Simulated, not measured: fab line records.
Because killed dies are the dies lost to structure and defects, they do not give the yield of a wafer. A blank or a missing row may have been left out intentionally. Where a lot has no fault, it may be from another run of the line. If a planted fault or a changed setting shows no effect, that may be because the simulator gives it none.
Lot-split experiment + flow n5_finfet + 21 wafers read from 7 lots, route of 1938 steps

== THE SPLIT ==
At N5_BEOL_M2_VIA_ETCH_34 (etches the open film in C4F6/O2, target depth 69.4 nm, time 65.9 s), the setting source_w was moved away from the recipe's 350 W on 9 of the 21 wafers read, by -17.3% to +14.2%. This setting was run at the recipe's value on the other wafers.

Reading taken at the split's own step.

== THE READING ==
etch.depth_nm (the simulator's own value, which no gauge read), in nm, at N5_BEOL_M2_VIA_ETCH_34 (etches the open film in C4F6/O2, target depth 69.4 nm, time 65.9 s). The file gives no usual value for it. Here, 12 wafers ran the recipe; their average is 69.50 nm with a standard deviation of 0.8 nm.

| wafer  | tool, chamber at the split | source_w as run, W | against the recipe | etch.depth_nm, nm | against lot-mates on the recipe |
|--------|----------------------------|--------------------|--------------------|-------------------|---------------------------------|
| L074.1 | rie_diel-01, 2             | 350                | recipe             | 69.51             | -                               |
| L074.2 | rie_diel-01, 1             | 350                | recipe             | 69.13             | -                               |
| L074.5 | rie_diel-01, 1             | 350                | recipe             | 68.38             | -                               |
| L079.3 | rie_diel-05, 3             | 293.2              | -16.2%             | 64.93             | -4.58                           |
| L079.4 | rie_diel-05, 0             | 350                | recipe             | 69.51             | -                               |
| L079.5 | rie_diel-05, 1             | 293.2              | -16.2%             | 66.77             | -2.74                           |
| L081.1 | rie_diel-04, 3             | 350                | recipe             | 70.86             | -                               |
| L081.2 | rie_diel-04, 2             | 350                | recipe             | 70.2              | -                               |
| L081.3 | rie_diel-04, 3             | 350                | recipe             | 70.83             | -                               |
| L080.3 | rie_diel-01, 3             | 380.4              | +8.7%              | 70.55             | no lot-mate on the recipe       |
| L080.5 | rie_diel-01, 3             | 380.4              | +8.7%              | 69.59             | no lot-mate on the recipe       |
| L080.6 | rie_diel-01, 2             | 380.4              | +8.7%              | 72.58             | no lot-mate on the recipe       |
| L089.1 | rie_diel-04, 1             | 399.6              | +14.2%             | 74.18             | +5.45                           |
| L089.2 | rie_diel-04, 0             | 350                | recipe             | 68.73             | -                               |
| L089.6 | rie_diel-04, 1             | 399.6              | +14.2%             | 73.37             | +4.64                           |
| L092.2 | rie_diel-05, 0             | 289.3              | -17.3%             | 63.67             | -5.12                           |
| L092.4 | rie_diel-05, 2             | 289.3              | -17.3%             | 62.47             | -6.32                           |
| L092.5 | rie_diel-05, 0             | 350                | recipe             | 68.79             | -                               |
| L094.1 | rie_diel-05, 2             | 350                | recipe             | 68.52             | -                               |
| L094.3 | rie_diel-05, 0             | 350                | recipe             | 69.73             | -                               |
| L094.6 | rie_diel-05, 3             | 350                | recipe             | 69.82             | -                               |

THE FIT
A straight line over all 21 wafers: etch.depth_nm changes by +0.283 nm for each +1% of source_w; r = +0.92; the points scatter about the line by 1.1 nm.
The same after taking each lot's own level away (the mean of its wafers on the recipe; 18 wafers): +0.305 nm for each +1%; r = +0.97; scatter 0.75 nm.
That fit puts the effect of the largest move of source_w on the reading at 5.3 nm.
The span of the lots' own levels, 68.730 to 70.630 nm, comes to 2.4 times the standard deviation stated above.
Hence the lot-to-lot level has little effect on the slope; both slopes agree.
Check: with one of the wafers moved furthest among these (-17.3%) left out of the fit, the line predicts -5.12 nm for it against its lot-mates. It came out at -5.12 nm against them.

== THE OTHER SPLITS THESE WAFERS WENT THROUGH ==
These wafers also went through other splits before the reading. Each is held against what the fit with the lots' levels taken away leaves over:
| other split on the same wafers    | wafers away from the commonest value | r with etch.depth_nm (lot level and that fit taken away) |
|-----------------------------------|--------------------------------------|----------------------------------------------------------|
| N5_BEOL_M1_HM_DEP_02 target_thk_a | 5                                    | +0.03                                                    |
| N5_BEOL_M1_COAT_67 spin_rpm       | 8                                    | +0.22                                                    |
| N5_BEOL_M1_EXPOSE_25 dose_mj      | 7                                    | +0.41                                                    |

== FILE'S OWN FIT ==
etch.depth_nm changes by +0.301 nm for each +1% of source_w, r = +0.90.
